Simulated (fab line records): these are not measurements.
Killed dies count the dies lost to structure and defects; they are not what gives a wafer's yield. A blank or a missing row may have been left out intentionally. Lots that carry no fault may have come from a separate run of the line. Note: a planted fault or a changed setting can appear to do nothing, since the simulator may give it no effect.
Split-lot trial -- flow n5_finfet -- 39 wafers read across 7 lots, on a route 1938 steps long

## SPLIT DETAILS
At N5_DUMMY_GATE_CVD_03 (deposits a-Si from SiH4, target thk 150 nm, time 8042 s), the setting target_thk_a was moved away from the recipe's 1500 angstrom on 36 of the 39 wafers read, by -14.3% to +9.5%. For the rest of the wafers, this setting stayed at what the recipe calls for.

The reading is taken at the split's own step.

## THE READING
a-Si_of_DUMMY_GATE_CVD_03.thk_nm (the simulator's own value, which no gauge read), in nm, at N5_DUMMY_GATE_CVD_03 (deposits a-Si from SiH4, target thk 150 nm, time 8042 s). The file gives no usual value for it. Here, 3 wafers ran the recipe; their average is 149.8 nm with a standard deviation of 0.86 nm.

wafer,"tool, chamber at the split","target_thk_a as run, angstrom",against the recipe,"a-Si_of_DUMMY_GATE_CVD_03.thk_nm, nm",against lot-mates on the recipe
L074.1,"-, -",1402,-6.5%,142.4,no lot-mate on the recipe
L074.2,"-, -",1402,-6.5%,142,no lot-mate on the recipe
L074.3,"-, -",1402,-6.5%,142,no lot-mate on the recipe
L074.4,"-, -",1402,-6.5%,142.6,no lot-mate on the recipe
L074.5,"-, -",1402,-6.5%,141.6,no lot-mate on the recipe
L074.6,"-, -",1402,-6.5%,141.8,no lot-mate on the recipe
L075.1,"-, -",1642,+9.5%,164,no lot-mate on the recipe
L075.4,"-, -",1642,+9.5%,164,no lot-mate on the recipe
L075.2,"-, -",1642,+9.5%,166.2,no lot-mate on the recipe
L075.3,"-, -",1642,+9.5%,165,no lot-mate on the recipe
L075.5,"-, -",1642,+9.5%,166.6,no lot-mate on the recipe
L075.6,"-, -",1642,+9.5%,164.4,no lot-mate on the recipe
L077.1,"-, -",1286,-14.3%,129.6,no lot-mate on the recipe
L077.2,"-, -",1286,-14.3%,130.2,no lot-mate on the recipe
L077.3,"-, -",1286,-14.3%,129.8,no lot-mate on the recipe
L077.4,"-, -",1286,-14.3%,130.6,no lot-mate on the recipe
L077.5,"-, -",1286,-14.3%,129.2,no lot-mate on the recipe
L077.6,"-, -",1286,-14.3%,130.8,no lot-mate on the recipe
L079.1,"-, -",1360,-9.3%,137.8,no lot-mate on the recipe
L079.5,"-, -",1360,-9.3%,137.8,no lot-mate on the recipe
L079.2,"-, -",1360,-9.3%,140,no lot-mate on the recipe
L079.3,"-, -",1360,-9.3%,140,no lot-mate on the recipe
L079.4,"-, -",1360,-9.3%,138.4,no lot-mate on the recipe
L079.6,"-, -",1360,-9.3%,137.6,no lot-mate on the recipe
L081.1,"-, -",1299,-13.4%,130.6,no lot-mate on the recipe
L081.4,"-, -",1299,-13.4%,130.6,no lot-mate on the recipe
L081.2,"-, -",1299,-13.4%,130.4,no lot-mate on the recipe
L081.3,"-, -",1299,-13.4%,130.8,no lot-mate on the recipe
L081.5,"-, -",1299,-13.4%,131.6,no lot-mate on the recipe
L081.6,"-, -",1299,-13.4%,129.2,no lot-mate on the recipe
L085.1,"lpcvd-01, 1/65",1500,recipe,150.6,-
L085.2,"lpcvd-01, 1/70",1500,recipe,150.2,-
L085.4,"lpcvd-01, 1/79",1500,recipe,148.6,-
L089.1,"-, -",1341,-10.6%,131.4,no lot-mate on the recipe
L089.2,"-, -",1341,-10.6%,132.2,no lot-mate on the recipe
L089.3,"-, -",1341,-10.6%,132.2,no lot-mate on the recipe
L089.4,"-, -",1341,-10.6%,130.8,no lot-mate on the recipe
L089.5,"-, -",1341,-10.6%,131.6,no lot-mate on the recipe
L089.6,"-, -",1341,-10.6%,132.6,no lot-mate on the recipe

FIT RESULTS
A straight line over all 39 wafers: a-Si_of_DUMMY_GATE_CVD_03.thk_nm changes by +1.5 nm for each +1% of target_thk_a; r = +0.99; the points scatter about the line by 1.7 nm.
Too few moved wafers have a lot-mate on the recipe to fit a line with each lot's own level taken away.

## THE FILE'S OWN FIT
a-Si_of_DUMMY_GATE_CVD_03.thk_nm changes by +1.5 nm for each +1% of target_thk_a, r = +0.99.
